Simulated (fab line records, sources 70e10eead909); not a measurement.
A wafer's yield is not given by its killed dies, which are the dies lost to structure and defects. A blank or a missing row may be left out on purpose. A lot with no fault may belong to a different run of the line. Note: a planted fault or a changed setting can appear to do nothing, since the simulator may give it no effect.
fab line records	flow nand-harc
record: lots: 13	wafers: 37	last-day: 32
route steps=1302 shown A_CONTACT@1084 END@1302
lots that met no fault: taken from a fault-free run of the same line
start-h: hours from the record's opening day to when the first of the lot's shown wafers began	wait-h: hours from the lot's prior step to this one	" identical to the entry in the row above	L1.1+2: a single row standing in for several wafers	- either no value or no given start	* or withheld: withheld	< > ~ a bound
route shown NAME@n: NAME is a module with steps in the file, n the number in the route of the first one	usual: the fault-free wafers' mean and standard deviation	same: alike in all rows	chamber/n: place in a boat	sites: the reading at each site	_std_site: standard deviation across them	_edge_site: mean of outer sites minus mean of inner sites	radius-mm: how far each site lies from the wafer's centre	mask NAME#n: copy n	behind: the last tool/chamber to shape the wafer	hold: cause of the lot's hold/its duration in hours/its outcome	device: whichever transistor did not switch (one of n, p or np)	end of line: the tests these same wafers got at the end of their route	a step with no rows: only its recipe	killed: the dies lost at the first sort to structure and to defects; this is not the yield of the wafer	map: the dies of a wafer, with x for killed, . for not killed, _ for no die there
set.NAME: the setting the step ran with; set.NAME@STEP: the setting that earlier step ran with	model.NAME: the simulator's own value behind a step, which no gauge read
route steps across a sampled set of lots; one table per step, one row per wafer
services: from which hour (start-h, from the record's first day; less than 0 if before it) a tool's chamber was out of use, for how many hours, and why
== steps ==
step: NHARC_A_CONTACT_ETCH_30
recipe: target-depth-a: 726	time-s: 36.3	cf4-flow-sccm: 100	chf3-flow-sccm: 30	ar-flow-sccm: 0	rf-w: 500	bias-w: 200	chemistry: CF4/CHF3
usual: drypump-motor-current-A: 5.8/0.47	oes-product-au: 0.936/0.02	rf-vpp-V: 370.9/2.4	showerhead-plenum-p-Torr: 1.58/0.066	throttle-valve-pct: 16.803/0.0097
lot.wafer	tool	chamber	start-h	wait-h	drypump-motor-current-A	oes-product-au	rf-hours-counter-h	rf-vpp-V	showerhead-plenum-p-Torr	throttle-valve-pct
L929.1	rie-diel-04	1	-	-	4.8	0.923	52	368.6	1.51	16.789
L929.5	"	3	"	"	5.4	0.926	-	368.6	1.54	16.808
L929.6	"	0	"	"	5.4	0.924	-	367.1	1.46	16.813
L928.2	rie-diel-12	0	-	-	6.1	0.977	8	371.0	1.57	16.809
L928.4	"	1	"	"	5.7	0.973	9	373.4	1.65	16.804
L928.6	"	2	"	"	5.6	0.969	-	372.2	1.56	16.795
L930.1	rie-diel-12	2	-	-	5.6	0.966	11	369.6	1.56	16.808
L930.2	"	3	"	"	6.5	0.974	11	372.3	1.61	16.799
L930.3	"	0	"	"	6.0	0.975	10	370.3	1.57	16.803
L932.2	rie-diel-12	0	-	-	6.1	0.921	15	370.7	1.57	16.812
L932.1	"	3	"	"	6.6	0.922	16	373.0	1.61	16.801
L932.6	"	0	"	"	6.0	0.923	-	371.2	1.57	16.786
L934.1	rie-diel-04	0	-	-	5.4	0.928	10	374.3	1.70	16.781
L934.2	"	1	"	"	4.8	0.938	11	369.0	1.50	16.806
L934.4	"	2	"	"	6.0	0.926	10	367.5	1.49	16.808
L936.1	rie-diel-07	0	-	-	6.4	0.931	40	365.5	1.46	16.808
L936.4	"	1	"	"	5.4	0.929	44	371.3	1.60	16.809
L936.5	"	3	"	"	5.9	0.936	-	367.0	1.49	16.799
L943.3	rie-diel-04	1	-	-	4.8	0.921	32	367.7	1.50	16.817
L943.4	"	2	"	"	6.0	0.924	33	368.8	1.48	16.809
L943.6	"	0	"	"	5.4	0.931	-	375.7	1.69	16.810
L942.4	rie-diel-12	2	-	-	5.6	0.963	4	369.7	1.56	16.784
L942.5	"	1	"	"	5.7	0.961	-	374.1	1.64	16.801
L944.2	rie-diel-12	0	-	-	6.1	0.978	9	369.4	1.57	16.797
L944.1	"	2	"	"	5.5	0.974	7	370.5	1.56	16.786
L945.1	rie-diel-04	3	-	-	5.4	0.931	52	369.0	1.52	16.790
L945.4	"	2	"	"	6.1	0.930	52	367.0	1.48	16.800
L945.5	"	0	"	"	5.4	0.931	-	371.9	1.69	16.806
L946.2	rie-diel-12	2	-	-	5.6	0.928	12	371.2	1.56	16.818
L946.3	"	3	"	"	6.5	0.917	13	371.9	1.61	16.803
L946.4	"	0	"	"	6.0	0.921	14	370.0	1.57	16.816
L948.1	rie-diel-12	0	-	-	6.1	0.926	14	370.9	1.57	16.794
L948.5	"	0	"	"	6.1	0.929	-	373.1	1.57	16.823
L948.6	"	1	"	"	5.7	0.920	-	373.5	1.64	16.812
L949.4	rie-diel-04	0	-	-	5.4	0.915	58	375.9	1.68	16.820
L949.1	"	1	"	"	4.8	0.923	58	369.4	1.49	16.808
L949.6	"	1	"	"	4.9	0.920	-	367.1	1.49	16.803
step: NHARC_A_CONTACT_ETCH_134
recipe: source-w: withheld	pressure-mtorr: 20	bias-v: withheld	time-s: 140	target-depth-a: 7000	ar-flow-sccm: withheld	c4f8-flow-sccm: withheld	o2-flow-sccm: withheld	chemistry: C4F8/O2/Ar
lot.wafer	tool	chamber	start-h	wait-h	rf-hours-counter-h
L929.1	har-cap-etch-02	1	520.86	-	88
L929.5	"	1	"	"	-
L929.6	"	0	"	"	-
L928.2	har-cap-etch-03	0	525.30	-	44
L928.4	"	0	"	"	-
L928.6	"	1	"	"	-
L930.2	har-cap-etch-03	1	532.78	-	45
L930.1	"	0	"	"	45
L930.3	"	0	"	"	-
L932.2	har-cap-etch-03	1	565.71	-	48
L932.1	"	0	"	"	48
L932.6	"	1	"	"	-
L934.1	har-cap-etch-01	0	580.63	-	9
L934.2	"	1	"	"	9
L934.4	"	1	"	"	-
L936.1	har-cap-etch-03	1	604.40	-	59
L936.4	"	0	"	"	-
L936.5	"	0	"	"	-
L943.3	har-cap-etch-01	0	644.48	-	-
L943.4	"	1	"	"	-
L943.6	"	0	"	"	-
L942.4	har-cap-etch-01	0	661.13	-	-
L942.5	"	0	"	"	-
L944.1	har-cap-etch-03	1	675.19	-	71
L944.2	"	0	"	"	71
L945.1	har-cap-etch-01	0	696.47	-	32
L945.4	"	1	"	"	-
L945.5	"	0	"	"	-
L946.2	har-cap-etch-02	0	697.78	-	123
L946.3	"	0	"	"	-
L946.4	"	1	"	"	-
L948.1	har-cap-etch-01	1	703.15	-	33
L948.6	"	0	"	"	-
L948.5	"	1	"	"	-
L949.1	har-cap-etch-01	0	713.03	-	34
L949.4	"	0	"	"	-
L949.6	"	0	"	"	-
step: NHARC_A_CONTACT_ETCH_138
recipe: source-w: withheld	pressure-mtorr: 20	bias-v: 1200	time-s: 311	target-depth-a: 19140	ar-flow-sccm: withheld	c4f8-flow-sccm: withheld	o2-flow-sccm: withheld	chemistry: C4F8/O2/Ar
lot.wafer	tool	chamber	start-h	wait-h	rf-hours-counter-h
L929.1	har-cap-etch-02	1	521.88	0.2	89
L929.5	"	1	"	"	-
L929.6	"	0	"	"	-
L928.2	har-cap-etch-03	0	526.32	0.2	44
L928.4	"	0	"	"	-
L928.6	"	1	"	"	-
L930.2	har-cap-etch-03	1	533.79	0.2	46
L930.1	"	0	"	"	46
L930.3	"	0	"	"	-
L932.2	har-cap-etch-03	1	566.73	0.2	49
L932.1	"	0	"	"	49
L932.6	"	1	"	"	-
L934.1	har-cap-etch-01	0	581.65	0.2	10
L934.2	"	1	"	"	10
L934.4	"	1	"	"	-
L936.1	har-cap-etch-03	1	605.43	0.2	60
L936.4	"	0	"	"	-
L936.5	"	0	"	"	-
L943.3	har-cap-etch-01	0	645.52	0.2	-
L943.4	"	1	"	"	-
L943.6	"	0	"	"	-
L942.4	har-cap-etch-01	0	662.18	0.2	-
L942.5	"	0	"	"	-
L944.1	har-cap-etch-03	1	676.37	0.2	72
L944.2	"	0	"	"	72
L945.1	har-cap-etch-01	0	697.49	0.2	33
L945.4	"	1	"	"	-
L945.5	"	0	"	"	-
L946.2	har-cap-etch-02	0	698.80	0.2	123
L946.3	"	0	"	"	-
L946.4	"	1	"	"	-
L948.1	har-cap-etch-01	1	704.17	0.2	34
L948.6	"	0	"	"	-
L948.5	"	1	"	"	-
L949.1	har-cap-etch-01	0	714.06	0.2	35
L949.4	"	0	"	"	-
L949.6	"	0	"	"	-
step: NHARC_A_CONTACT_ALD_18
recipe: target-thk-a: 30	pulse-time-s: 1	ald-cycles: 150	temp-c: 450	material: TiN
usual: ald-cycles: 150/0	heater-power-w: 1057/97	precursor-pulse-height-rel: 0.998/0.017
lot.wafer	tool	chamber	start-h	wait-h	ald-cycles	heater-power-w	precursor-pulse-height-rel
L929.1	ald-metal-01	2	523.89	-	150	1133	1.017
L929.5	"	1	"	"	150	1029	1.022
L929.6	"	2	"	"	150	1102	0.973
L928.4	ald-metal-02	1	528.79	-	150	1017	0.976
L928.2	"	0	"	"	150	1141	1.031
L928.6	"	1	"	"	150	1031	0.984
L930.1	ald-metal-04	1	535.79	-	150	956	0.999
L930.2	"	2	"	"	150	1139	0.984
L930.3	"	0	"	"	150	1187	0.986
L932.1	ald-metal-02	1	568.74	-	150	1000	0.997
L932.2	"	3	"	"	150	1024	1.021
L932.6	"	1	"	"	150	1028	1.004
L934.1	ald-metal-02	3	584.46	-	150	1017	0.998
L934.2	"	1	"	"	150	1034	0.978
L934.4	"	2	"	"	150	1000	0.994
L936.1	ald-metal-01	0	607.45	-	150	1152	1.005
L936.4	"	1	"	"	150	1048	0.963
L936.5	"	0	"	"	150	1180	0.988
L943.4	ald-metal-04	0	647.44	-	150	1163	0.992
L943.3	"	1	"	"	150	935	0.949
L943.6	"	3	"	"	150	894	1.010
L942.4	ald-metal-02	3	664.23	-	180	1055	1.034
L942.5	"	1	"	"	150	1015	1.003
L944.2	ald-metal-02	3	678.36	-	180	1060	1.010
L944.1	"	2	"	"	150	993	0.957
L945.4	ald-metal-02	0	699.47	-	180	1135	0.987
L945.1	"	1	"	"	150	1039	1.009
L945.5	"	1	"	"	150	1052	0.999
L946.4	ald-metal-04	3	700.82	-	150	919	0.983
L946.2	"	0	"	"	150	1253	0.990
L946.3	"	1	"	"	150	901	1.020
L948.1	ald-metal-04	1	706.62	-	150	894	0.976
L948.6	"	2	"	"	150	1184	0.997
L948.5	"	3	"	"	150	902	1.011
L949.1	ald-metal-01	1	716.15	-	150	1118	0.996
L949.6	"	1	"	"	150	1081	0.989
L949.4	"	3	"	"	150	960	0.998
step: NHARC_END_SORT_01
recipe: temp-c: 25
usual: killed-at-array: 56/19	killed-at-other: 1.0/1.5	killed-at-periphery: 3.4/2.4	killed-dies: 60/19	killed-open: 3.3/1.8	killed-short: 2.4/1.7
same: gross-dies: 677
lot.wafer	tool	chamber	start-h	wait-h	killed-at-array	killed-at-other	killed-at-periphery	killed-dies	killed-open	killed-short
L942.4	prober-02	0	711.28	3.4	51	0	2	53	2	1
L942.5	prober-02	0	712.08	3.7	52	0	2	54	1	0
L946.2	prober-01	0	747.92	2.8	66	3	0	69	0	1
L946.3	prober-01	0	748.72	3.1	68	3	6	77	3	3
L946.4	prober-01	0	749.52	3.4	69	2	2	73	1	4
killed by level:class
L942.4 A_SLIT:chamber-film-flake=21 A_CHANNEL_HOLE_D2:chamber-film-flake=16 A_CHANNEL_HOLE_D1:chamber-film-flake=5 A_CONTACT:chamber-film-flake=4 P_GATE:chamber-film-flake=2 A_ONON_D1:geometric-particle:short=1 A_ONON_D1:geometric-particle:open=1 A_CHANNEL_FILL_D2:geometric-particle:open=1
L942.5 A_SLIT:chamber-film-flake=25 A_CHANNEL_HOLE_D2:chamber-film-flake=14 A_CHANNEL_HOLE_D1:chamber-film-flake=6 A_CONTACT:chamber-film-flake=4 P_GATE:chamber-film-flake=2 A_CHANNEL_HOLE_D2:geometric-particle:open=1 A_CHANNEL_FILL_D2:chamber-film-flake=1 A_STAIRCASE:chamber-film-flake=1
L946.2 A_CHANNEL_HOLE_D1:chamber-film-flake=31 A_SLIT:chamber-film-flake=15 A_CHANNEL_HOLE_D2:chamber-film-flake=9 A_STAIRCASE:chamber-film-flake=4 A_CONTACT:chamber-film-flake=4 THIN_TSV:chamber-film-flake=3 A_M0:chamber-film-flake=2 A_CHANNEL_FILL_D2:geometric-particle:short=1
L946.3 A_CHANNEL_HOLE_D1:chamber-film-flake=29 A_SLIT:chamber-film-flake=17 A_CHANNEL_HOLE_D2:chamber-film-flake=8 A_CONTACT:chamber-film-flake=4 P_GATE:chamber-film-flake=3 THIN_TSV:chamber-film-flake=3 A_CHANNEL_FILL_D1:geometric-particle:open=2 P_STI:chamber-film-flake=2
L946.4 A_CHANNEL_HOLE_D1:chamber-film-flake=30 A_SLIT:chamber-film-flake=12 A_CHANNEL_HOLE_D2:chamber-film-flake=11 A_CONTACT:chamber-film-flake=8 A_STAIRCASE:chamber-film-flake=3 THIN_TSV:chamber-film-flake=2 P_M0:geometric-particle:open=1 A_CHANNEL_FILL_D1:geometric-particle:short=1
== services ==
tool	chamber	start-h	hours	kind
har-cap-etch-01	-	497.00	17.0	pm
har-cap-etch-01	0	497.00	17.0	vent-cycle
har-cap-etch-01	1	497.00	17.0	vent-cycle
rie-diel-04	2	502.68	5.3	repair
rie-diel-12	-	506.15	12.8	repair
har-cap-etch-01	0	514.00	-	clean
har-cap-etch-01	1	514.00	-	clean
ald-metal-01	-	526.00	10.0	pm
rie-diel-04	2	528.93	13.7	repair
ald-metal-04	3	536.32	6.2	repair
rie-diel-04	-	544.82	9.0	pm
ald-metal-02	0	549.36	11.5	repair
ald-metal-04	-	556.47	0.6	repair
rie-diel-07	3	569.64	11.1	repair
rie-diel-12	0	580.54	3.8	repair
ald-metal-02	-	610.10	10.0	pm
rie-diel-07	-	648.24	9.0	pm
ald-metal-04	-	652.12	10.0	pm
ald-metal-02	-	678.89	2.3	repair
ald-metal-01	-	684.33	1.0	repair
ald-metal-01	0	691.91	46.5	repair
har-cap-etch-03	-	703.36	0.9	repair
ald-metal-01	-	704.00	10.0	pm
ald-metal-02	1	715.92	6.0	repair
== key ==
first-sign: step: NHARC_A_CONTACT_ALD_18	reading: ald-cycles	direction: up	sigmas: 99+	usual: 150	struck: 180
effect none on later readings
met-at NHARC_A_CONTACT_ALD_18
struck-lots L942,L944,L945
struck-wafers L942.4,L944.2,L945.4
tester-left-out L942,L944,L945
not-acting-at NHARC_A_CONTACT_ETCH_30,NHARC_A_CONTACT_ETCH_134,NHARC_A_CONTACT_ETCH_138
onset-between 584.46 664.23
fault: kind: process-parameter-drift	tool: ald-metal-02	chamber: -	onset-h: 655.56	steps: NHARC_A_CONTACT_ALD_18	channel: ald-cycles	offset: 30	shape: step	end-h: 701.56	scope: struck-wafers-only	acts-in: these-recipes-only	stated: 150
tester-left-out: of these lots the tester's yield and bins aren't shown, on N5 and GAA mostly nor the transistor test; their killed dies are dies lost to structure and defects alone, not to doping, threshold or leakage, so they don't give the yield
